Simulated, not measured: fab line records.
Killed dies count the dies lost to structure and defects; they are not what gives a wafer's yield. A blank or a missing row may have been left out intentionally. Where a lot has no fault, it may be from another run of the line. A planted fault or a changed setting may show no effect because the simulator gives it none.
Which tool is to blame? || flow n5Finfet || Sampling: 20 lots, 60 wafers, 3 of 1938 route steps

WHAT THE GAUGES READ, wafer by wafer
N5_BEOL_M0_CUTY_OVL_MEAS_58.
{"lot": "L074", "measured": "day 5 19:15", "on": "overlay-01", "M0_ABLK_OVL (nm)": "0.2 -0.2 -0.8"}
{"lot": "L075", "measured": "day 6 07:25", "on": "overlay-02", "M0_ABLK_OVL (nm)": "1.9 1.7 1.1"}
{"lot": "L076", "measured": "day 6 09:24", "on": "overlay-01", "M0_ABLK_OVL (nm)": "0.5 1.6 1.0"}
{"lot": "L077", "measured": "day 6 13:25", "on": "overlay-01", "M0_ABLK_OVL (nm)": "1.0 0.4 0.5"}
{"lot": "L078", "measured": "day 6 14:24", "on": "overlay-02", "M0_ABLK_OVL (nm)": "1.4 2.8 1.8"}
{"lot": "L079", "measured": "day 7 00:43", "on": "overlay-02", "M0_ABLK_OVL (nm)": "0.7 0.1 1.0"}
{"lot": "L080", "measured": "day 7 04:35", "on": "overlay-01", "M0_ABLK_OVL (nm)": "-1.0 -1.4 0.0"}
{"lot": "L081", "measured": "day 8 01:20", "on": "overlay-01", "M0_ABLK_OVL (nm)": "2.1 0.4 1.6"}
{"lot": "L083", "measured": "day 9 21:22", "on": "overlay-02", "M0_ABLK_OVL (nm)": "1.2 -0.4 1.6"}
{"lot": "L085", "measured": "day 10 15:55", "on": "overlay-02", "M0_ABLK_OVL (nm)": "1.2 0.5 0.7"}
{"lot": "L086", "measured": "day 10 16:25", "on": "overlay-01", "M0_ABLK_OVL (nm)": "0.1 1.1 0.5"}
{"lot": "L088", "measured": "day 10 17:14", "on": "overlay-01", "M0_ABLK_OVL (nm)": "-0.1 -0.9 1.0"}
{"lot": "L089", "measured": "day 11 23:14", "on": "overlay-02", "M0_ABLK_OVL (nm)": "2.1 1.5 -0.2"}
{"lot": "L090", "measured": "day 12 01:13", "on": "overlay-02", "M0_ABLK_OVL (nm)": "-0.1 -0.8 1.3"}
{"lot": "L091", "measured": "day 12 01:46", "on": "overlay-01", "M0_ABLK_OVL (nm)": "0.1 1.3 1.6"}
{"lot": "L093", "measured": "day 12 02:29", "on": "overlay-02", "M0_ABLK_OVL (nm)": "0.8 0.1 1.1"}
{"lot": "L096", "measured": "day 13 05:23", "on": "overlay-01", "M0_ABLK_OVL (nm)": "-0.4 -0.4 -0.2"}
{"lot": "L095", "measured": "day 13 07:32", "on": "overlay-01", "M0_ABLK_OVL (nm)": "0.6 1.4 1.8"}
{"lot": "L094", "measured": "day 13 08:22", "on": "overlay-02", "M0_ABLK_OVL (nm)": "0.1 -0.9 0.6"}
{"lot": "L097", "measured": "day 13 08:59", "on": "overlay-01", "M0_ABLK_OVL (nm)": "0.4 0.1 -0.4"}

WHICH TOOL RAN EACH LOT (tool, then ch and the chambers of the sampled wafers, then the start)
{"lot": "L074", "N5_BEOL_M0_SAQP_CUT_ETCH_46": "rieDiel-05 ch 0,1,2, day 5 17:41", "N5_BEOL_M0_SAQP_ETCH_49": "rieDiel-03 ch 1,2,3, day 5 18:43"}
{"lot": "L075", "N5_BEOL_M0_SAQP_CUT_ETCH_46": "rieDiel-03 ch 0,2,3, day 6 06:10", "N5_BEOL_M0_SAQP_ETCH_49": "rieDiel-02 ch 0,2,3, day 6 06:54"}
{"lot": "L076", "N5_BEOL_M0_SAQP_CUT_ETCH_46": "rieDiel-02 ch 0,1,2, day 6 08:09", "N5_BEOL_M0_SAQP_ETCH_49": "rieDiel-02 ch 0,1,2, day 6 08:52"}
{"lot": "L077", "N5_BEOL_M0_SAQP_CUT_ETCH_46": "rieDiel-05 ch 1,3, day 6 12:00", "N5_BEOL_M0_SAQP_ETCH_49": "rieDiel-02 ch 0,1,3, day 6 12:53"}
{"lot": "L078", "N5_BEOL_M0_SAQP_CUT_ETCH_46": "rieDiel-03 ch 0,2, day 6 13:04", "N5_BEOL_M0_SAQP_ETCH_49": "rieDiel-03 ch 0,2,3, day 6 13:53"}
{"lot": "L079", "N5_BEOL_M0_SAQP_CUT_ETCH_46": "rieDiel-05 ch 0,2,3, day 6 23:28", "N5_BEOL_M0_SAQP_ETCH_49": "rieDiel-02 ch 0,1,2, day 7 00:11"}
{"lot": "L080", "N5_BEOL_M0_SAQP_CUT_ETCH_46": "rieDiel-05 ch 0,1, day 7 02:53", "N5_BEOL_M0_SAQP_ETCH_49": "rieDiel-05 ch 0,1,3, day 7 04:04"}
{"lot": "L081", "N5_BEOL_M0_SAQP_CUT_ETCH_46": "rieDiel-03 ch 0,1,2, day 8 00:07", "N5_BEOL_M0_SAQP_ETCH_49": "rieDiel-03 ch 1,3, day 8 00:56"}
{"lot": "L083", "N5_BEOL_M0_SAQP_CUT_ETCH_46": "rieDiel-03 ch 0,2, day 9 20:04", "N5_BEOL_M0_SAQP_ETCH_49": "rieDiel-02 ch 1,3, day 9 20:48"}
{"lot": "L085", "N5_BEOL_M0_SAQP_CUT_ETCH_46": "rieDiel-03 ch 1,2,3, day 10 14:19", "N5_BEOL_M0_SAQP_ETCH_49": "rieDiel-03 ch 0,2, day 10 15:23"}
{"lot": "L086", "N5_BEOL_M0_SAQP_CUT_ETCH_46": "rieDiel-02 ch 1,2,3, day 10 14:34", "N5_BEOL_M0_SAQP_ETCH_49": "rieDiel-02 ch 1,2,3, day 10 15:53"}
{"lot": "L088", "N5_BEOL_M0_SAQP_CUT_ETCH_46": "rieDiel-02 ch 1,3, day 10 15:01", "N5_BEOL_M0_SAQP_ETCH_49": "rieDiel-05 ch 1,2, day 10 16:47"}
{"lot": "L089", "N5_BEOL_M0_SAQP_CUT_ETCH_46": "rieDiel-05 ch 0,1,3, day 11 21:22", "N5_BEOL_M0_SAQP_ETCH_49": "rieDiel-03 ch 0,2, day 11 22:43"}
{"lot": "L090", "N5_BEOL_M0_SAQP_CUT_ETCH_46": "rieDiel-05 ch 0,1, day 11 23:27", "N5_BEOL_M0_SAQP_ETCH_49": "rieDiel-02 ch 1,2, day 12 00:41"}
{"lot": "L091", "N5_BEOL_M0_SAQP_CUT_ETCH_46": "rieDiel-03 ch 0,3, day 12 00:28", "N5_BEOL_M0_SAQP_ETCH_49": "rieDiel-02 ch 1,2,3, day 12 01:15"}
{"lot": "L093", "N5_BEOL_M0_SAQP_CUT_ETCH_46": "rieDiel-03 ch 0,1,2, day 12 00:44", "N5_BEOL_M0_SAQP_ETCH_49": "rieDiel-02 ch 0,2, day 12 01:58"}
{"lot": "L096", "N5_BEOL_M0_SAQP_CUT_ETCH_46": "rieDiel-02 ch 0,1,2, day 13 03:27", "N5_BEOL_M0_SAQP_ETCH_49": "rieDiel-03 ch 0,1,2, day 13 04:52"}
{"lot": "L095", "N5_BEOL_M0_SAQP_CUT_ETCH_46": "rieDiel-03 ch 0,1,2, day 13 06:07", "N5_BEOL_M0_SAQP_ETCH_49": "rieDiel-05 ch 0,1,2, day 13 07:01"}
{"lot": "L094", "N5_BEOL_M0_SAQP_CUT_ETCH_46": "rieDiel-03 ch 1,3, day 13 06:50", "N5_BEOL_M0_SAQP_ETCH_49": "rieDiel-05 ch 1,2, day 13 07:51"}
{"lot": "L097", "N5_BEOL_M0_SAQP_CUT_ETCH_46": "rieDiel-05 ch 0,1,2, day 13 07:40", "N5_BEOL_M0_SAQP_ETCH_49": "rieDiel-05 ch 0,1,2, day 13 08:28"}
- N5_BEOL_M0_SAQP_CUT_ETCH_46: etches SOC in N2/H2, target depth 135 nm, overetch 27 nm, time 202.5 s.
- N5_BEOL_M0_SAQP_ETCH_49: etches SiO2 in CF4/O2, target depth 37 nm.

AS READ BY THE TOOLS THEMSELVES (means over the sampled wafers that have a number; for cases with no such wafer, the mark the record gives instead)
N5_BEOL_M0_SAQP_CUT_ETCH_46.
{"lot": "L074", "tool": "rieDiel-05", "biasW (W)": 150.4, "drypumpMotorCurrentA (A)": 5.8, "rfVppV (V)": 523.1, "showerheadPlenumPTorr (Torr)": 2.54, "throttleValvePct (%)": 17.78}
{"lot": "L075", "tool": "rieDiel-03", "biasW (W)": 149.9, "drypumpMotorCurrentA (A)": 5.7, "rfVppV (V)": 524.2, "showerheadPlenumPTorr (Torr)": 2.59, "throttleValvePct (%)": 17.91}
{"lot": "L076", "tool": "rieDiel-02", "biasW (W)": 149.9, "drypumpMotorCurrentA (A)": 5.5, "rfVppV (V)": 523.9, "showerheadPlenumPTorr (Torr)": 2.51, "throttleValvePct (%)": 18.01}
{"lot": "L077", "tool": "rieDiel-05", "biasW (W)": 150.3, "drypumpMotorCurrentA (A)": 5.7, "rfVppV (V)": 525.1, "showerheadPlenumPTorr (Torr)": 2.58, "throttleValvePct (%)": 17.75}
{"lot": "L078", "tool": "rieDiel-03", "biasW (W)": 150.5, "drypumpMotorCurrentA (A)": 5.8, "rfVppV (V)": 523.2, "showerheadPlenumPTorr (Torr)": 2.51, "throttleValvePct (%)": 17.90}
{"lot": "L079", "tool": "rieDiel-05", "biasW (W)": 149.8, "drypumpMotorCurrentA (A)": 6.1, "rfVppV (V)": 523.4, "showerheadPlenumPTorr (Torr)": 2.52, "throttleValvePct (%)": 17.81}
{"lot": "L080", "tool": "rieDiel-05", "biasW (W)": 149.7, "drypumpMotorCurrentA (A)": 5.7, "rfVppV (V)": 524.2, "showerheadPlenumPTorr (Torr)": 2.54, "throttleValvePct (%)": 17.66}
{"lot": "L081", "tool": "rieDiel-03", "biasW (W)": 150.0, "drypumpMotorCurrentA (A)": 5.8, "rfVppV (V)": 524.4, "showerheadPlenumPTorr (Torr)": 2.54, "throttleValvePct (%)": 18.06}
{"lot": "L083", "tool": "rieDiel-03", "biasW (W)": 150.1, "drypumpMotorCurrentA (A)": 5.8, "rfVppV (V)": 522.0, "showerheadPlenumPTorr (Torr)": 2.51, "throttleValvePct (%)": 17.93}
{"lot": "L085", "tool": "rieDiel-03", "biasW (W)": 149.7, "drypumpMotorCurrentA (A)": 5.6, "rfVppV (V)": 523.6, "showerheadPlenumPTorr (Torr)": 2.53, "throttleValvePct (%)": 18.06}
{"lot": "L086", "tool": "rieDiel-02", "biasW (W)": 150.1, "drypumpMotorCurrentA (A)": 5.9, "rfVppV (V)": 520.3, "showerheadPlenumPTorr (Torr)": 2.44, "throttleValvePct (%)": 17.93}
{"lot": "L088", "tool": "rieDiel-02", "biasW (W)": 149.9, "drypumpMotorCurrentA (A)": 5.7, "rfVppV (V)": 520.3, "showerheadPlenumPTorr (Torr)": 2.43, "throttleValvePct (%)": 18.02}
{"lot": "L089", "tool": "rieDiel-05", "biasW (W)": 150.2, "drypumpMotorCurrentA (A)": 5.8, "rfVppV (V)": 523.7, "showerheadPlenumPTorr (Torr)": 2.54, "throttleValvePct (%)": 17.82}
{"lot": "L090", "tool": "rieDiel-05", "biasW (W)": 150.0, "drypumpMotorCurrentA (A)": 5.5, "rfVppV (V)": 523.9, "showerheadPlenumPTorr (Torr)": 2.56, "throttleValvePct (%)": 17.65}
{"lot": "L091", "tool": "rieDiel-03", "biasW (W)": 149.6, "drypumpMotorCurrentA (A)": 5.8, "rfVppV (V)": 527.5, "showerheadPlenumPTorr (Torr)": 2.66, "throttleValvePct (%)": 17.98}
{"lot": "L093", "tool": "rieDiel-03", "biasW (W)": 150.2, "drypumpMotorCurrentA (A)": 5.8, "rfVppV (V)": 522.9, "showerheadPlenumPTorr (Torr)": 2.53, "throttleValvePct (%)": 18.08}
{"lot": "L096", "tool": "rieDiel-02", "biasW (W)": 149.5, "drypumpMotorCurrentA (A)": 5.5, "rfVppV (V)": 523.1, "showerheadPlenumPTorr (Torr)": 2.49, "throttleValvePct (%)": 17.89}
{"lot": "L095", "tool": "rieDiel-03", "biasW (W)": 150.0, "drypumpMotorCurrentA (A)": 5.8, "rfVppV (V)": 523.4, "showerheadPlenumPTorr (Torr)": 2.53, "throttleValvePct (%)": 18.09}
{"lot": "L094", "tool": "rieDiel-03", "biasW (W)": 150.1, "drypumpMotorCurrentA (A)": 5.7, "rfVppV (V)": 524.0, "showerheadPlenumPTorr (Torr)": 2.56, "throttleValvePct (%)": 18.21}
{"lot": "L097", "tool": "rieDiel-05", "biasW (W)": 150.1, "drypumpMotorCurrentA (A)": 5.8, "rfVppV (V)": 523.5, "showerheadPlenumPTorr (Torr)": 2.52, "throttleValvePct (%)": 17.70}

N5_BEOL_M0_SAQP_ETCH_49.
{"lot": "L074", "tool": "rieDiel-03", "biasW (W)": 48.78, "drypumpMotorCurrentA (A)": 5.7, "oesProductAu (a.u.)": 0.73, "rfVppV (V)": 240.8, "showerheadPlenumPTorr (Torr)": 2.20, "throttleValvePct (%)": 16.01}
{"lot": "L075", "tool": "rieDiel-02", "biasW (W)": 49.08, "drypumpMotorCurrentA (A)": 5.6, "oesProductAu (a.u.)": 0.77, "rfVppV (V)": 239.8, "showerheadPlenumPTorr (Torr)": 2.18, "throttleValvePct (%)": 15.92}
{"lot": "L076", "tool": "rieDiel-02", "biasW (W)": 48.98, "drypumpMotorCurrentA (A)": 5.5, "oesProductAu (a.u.)": 0.78, "rfVppV (V)": 239.9, "showerheadPlenumPTorr (Torr)": 2.18, "throttleValvePct (%)": 15.97}
{"lot": "L077", "tool": "rieDiel-02", "biasW (W)": 49.14, "drypumpMotorCurrentA (A)": 5.4, "oesProductAu (a.u.)": 0.73, "rfVppV (V)": 238.6, "showerheadPlenumPTorr (Torr)": 2.16, "throttleValvePct (%)": 15.99}
{"lot": "L078", "tool": "rieDiel-03", "biasW (W)": 49.08, "drypumpMotorCurrentA (A)": 5.7, "oesProductAu (a.u.)": 0.76, "rfVppV (V)": 241.9, "showerheadPlenumPTorr (Torr)": 2.24, "throttleValvePct (%)": 15.93}
{"lot": "L079", "tool": "rieDiel-02", "biasW (W)": 48.85, "drypumpMotorCurrentA (A)": 5.5, "oesProductAu (a.u.)": 0.77, "rfVppV (V)": 239.4, "showerheadPlenumPTorr (Torr)": 2.17, "throttleValvePct (%)": 16.00}
{"lot": "L080", "tool": "rieDiel-05", "biasW (W)": 49.12, "drypumpMotorCurrentA (A)": 5.9, "oesProductAu (a.u.)": 0.79, "rfVppV (V)": 242.1, "showerheadPlenumPTorr (Torr)": 2.21, "throttleValvePct (%)": 15.78}
{"lot": "L081", "tool": "rieDiel-03", "biasW (W)": 49.07, "drypumpMotorCurrentA (A)": 5.6, "oesProductAu (a.u.)": 0.72, "rfVppV (V)": 241.8, "showerheadPlenumPTorr (Torr)": 2.25, "throttleValvePct (%)": 16.05}
{"lot": "L083", "tool": "rieDiel-02", "biasW (W)": 49.08, "drypumpMotorCurrentA (A)": 5.7, "oesProductAu (a.u.)": 0.74, "rfVppV (V)": 236.6, "showerheadPlenumPTorr (Torr)": 2.11, "throttleValvePct (%)": 15.97}
{"lot": "L085", "tool": "rieDiel-03", "biasW (W)": 48.91, "drypumpMotorCurrentA (A)": 5.8, "oesProductAu (a.u.)": 0.77, "rfVppV (V)": 242.0, "showerheadPlenumPTorr (Torr)": 2.24, "throttleValvePct (%)": 15.94}
{"lot": "L086", "tool": "rieDiel-02", "biasW (W)": 49.03, "drypumpMotorCurrentA (A)": 5.9, "oesProductAu (a.u.)": 0.78, "rfVppV (V)": 238.6, "showerheadPlenumPTorr (Torr)": 2.12, "throttleValvePct (%)": 15.91}
{"lot": "L088", "tool": "rieDiel-05", "biasW (W)": 48.92, "drypumpMotorCurrentA (A)": 5.9, "oesProductAu (a.u.)": 0.93, "rfVppV (V)": 241.5, "showerheadPlenumPTorr (Torr)": 2.19, "throttleValvePct (%)": 15.69}
{"lot": "L089", "tool": "rieDiel-03", "biasW (W)": 48.86, "drypumpMotorCurrentA (A)": 5.8, "oesProductAu (a.u.)": 0.73, "rfVppV (V)": 241.4, "showerheadPlenumPTorr (Torr)": 2.17, "throttleValvePct (%)": 16.00}
{"lot": "L090", "tool": "rieDiel-02", "biasW (W)": 49.04, "drypumpMotorCurrentA (A)": 5.9, "oesProductAu (a.u.)": 0.80, "rfVppV (V)": 239.4, "showerheadPlenumPTorr (Torr)": 2.13, "throttleValvePct (%)": 15.92}
{"lot": "L091", "tool": "rieDiel-02", "biasW (W)": 49.01, "drypumpMotorCurrentA (A)": 5.9, "oesProductAu (a.u.)": 0.77, "rfVppV (V)": 237.2, "showerheadPlenumPTorr (Torr)": 2.12, "throttleValvePct (%)": 15.92}
{"lot": "L093", "tool": "rieDiel-02", "biasW (W)": 49.07, "drypumpMotorCurrentA (A)": 5.2, "oesProductAu (a.u.)": 0.92, "rfVppV (V)": 239.6, "showerheadPlenumPTorr (Torr)": 2.21, "throttleValvePct (%)": 15.77}
{"lot": "L096", "tool": "rieDiel-03", "biasW (W)": 49.00, "drypumpMotorCurrentA (A)": 5.8, "oesProductAu (a.u.)": 0.72, "rfVppV (V)": 240.4, "showerheadPlenumPTorr (Torr)": 2.20, "throttleValvePct (%)": 16.07}
{"lot": "L095", "tool": "rieDiel-05", "biasW (W)": 48.96, "drypumpMotorCurrentA (A)": 5.8, "oesProductAu (a.u.)": 0.81, "rfVppV (V)": 241.0, "showerheadPlenumPTorr (Torr)": 2.19, "throttleValvePct (%)": 15.72}
{"lot": "L094", "tool": "rieDiel-05", "biasW (W)": 49.03, "drypumpMotorCurrentA (A)": 5.6, "oesProductAu (a.u.)": 0.87, "rfVppV (V)": 241.1, "showerheadPlenumPTorr (Torr)": 2.21, "throttleValvePct (%)": 15.65}
{"lot": "L097", "tool": "rieDiel-05", "biasW (W)": 49.02, "drypumpMotorCurrentA (A)": 5.8, "oesProductAu (a.u.)": 0.81, "rfVppV (V)": 240.2, "showerheadPlenumPTorr (Torr)": 2.19, "throttleValvePct (%)": 15.73}

THE ANSWER, worked out from the rows above alone
Rule: what is usual is taken from the lots themselves. Put in order of their means at a reading, lots are off if they are a third of the lots or fewer, leave a main group of 4 or more, and stand apart from it by a gap of 3 or more times the standard deviation of the main group's means; of several such gaps the widest counts. A main group is skipped when, at the precision printed for the reading in the tables above, its means are all equal. A lot without any number at a reading at which 4 lots or more have one is off too. All remaining lots with rows at the step are treated as sound. After the gauges, taken in route order, come the tools' own readings; for these a lot's mean is taken, as printed above. At the first step where some lot is off, the reading lying furthest off is the one used; lots without a number count as furthest.
No lot is off on any of the readings shown, so nothing can be concluded from this.

WHAT WAS PUT IN BY THE SIMULATOR
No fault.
